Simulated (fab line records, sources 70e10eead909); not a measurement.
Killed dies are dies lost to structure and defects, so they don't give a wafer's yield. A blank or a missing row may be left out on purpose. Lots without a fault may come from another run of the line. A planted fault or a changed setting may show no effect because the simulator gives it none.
Chamber matching | flow nand_harc | NHARC_A_ONON_D2_DEP_33 on pecvd-03: 3 sister chambers
The step deposits SiO2, target thk 200 nm. 16 wafers are shown with their chamber, then 8 later ones without.

WAFERS WITH THEIR CHAMBER
wafer  | chamber | throttle_valve_pct (%) | heater_power_w (W)
L076.3 | 1       | 16.8                   | 432
L076.5 | 2       | 17.2                   | 668
L076.6 | 0       | 15.3                   | 562
L082.1 | 1       | 16.9                   | 411
L082.3 | 2       | 17.1                   | 668
L082.6 | 0       | 15.6                   | 640
L086.1 | 1       | 16.5                   | 348
L086.2 | 2       | 16.7                   | 552
L086.5 | 1       | 17.0                   | 370
L087.4 | 1       | 17.1                   | 417
L087.5 | 2       | 17.0                   | 543
L087.6 | 0       | 15.4                   | 659
L089.1 | 0       | 15.4                   | 577
L089.2 | 2       | 16.8                   | 605
L089.3 | 1       | 16.8                   | 356
L092.1 | 1       | 16.9                   | 438

SIGNATURES (means of the wafers above)
reading            | chamber 0 | chamber 1 | chamber 2 | scatter within a chamber
throttle_valve_pct | 15.425    | 16.857    | 16.960    | 0.183
heater_power_w     | 609.50    | 396.00    | 607.20    | 47.7
Rule: a wafer's distance from a chamber is the root of the sum, over the readings, of the square of ((its reading less the chamber's mean) divided by the reading's scatter). The wafer belongs to the nearest chamber; if the next one is less than 2 further off, it can't be placed. The scatter: the root of (the sum of the squares of (reading less its chamber's mean) over the shown wafers, divided by (wafers less chambers)).

WAFERS WITHOUT THEIR CHAMBER
wafer  | throttle_valve_pct (%) | heater_power_w (W)
L092.5 | 17.0                   | 323
L092.6 | 15.1                   | 630
L097.1 | 15.1                   | 690
L097.3 | 17.0                   | 419
L097.6 | 15.7                   | 695
L097.2 | 17.0                   | 636
L097.4 | 17.0                   | 417
L097.5 | 16.6                   | 627

WHICH CHAMBER EACH WENT THROUGH
wafer  | from the rows above | in truth
L092.5 | 1                   | 1
L092.6 | 0                   | 0
L097.1 | 0                   | 0
L097.3 | 1                   | 1
L097.6 | 0                   | 0
L097.2 | 2                   | 2
L097.4 | 1                   | 1
L097.5 | 2                   | 2
Placed correctly: 8 of 8. Can't be placed from these rows: 0. Placed wrongly: 0.
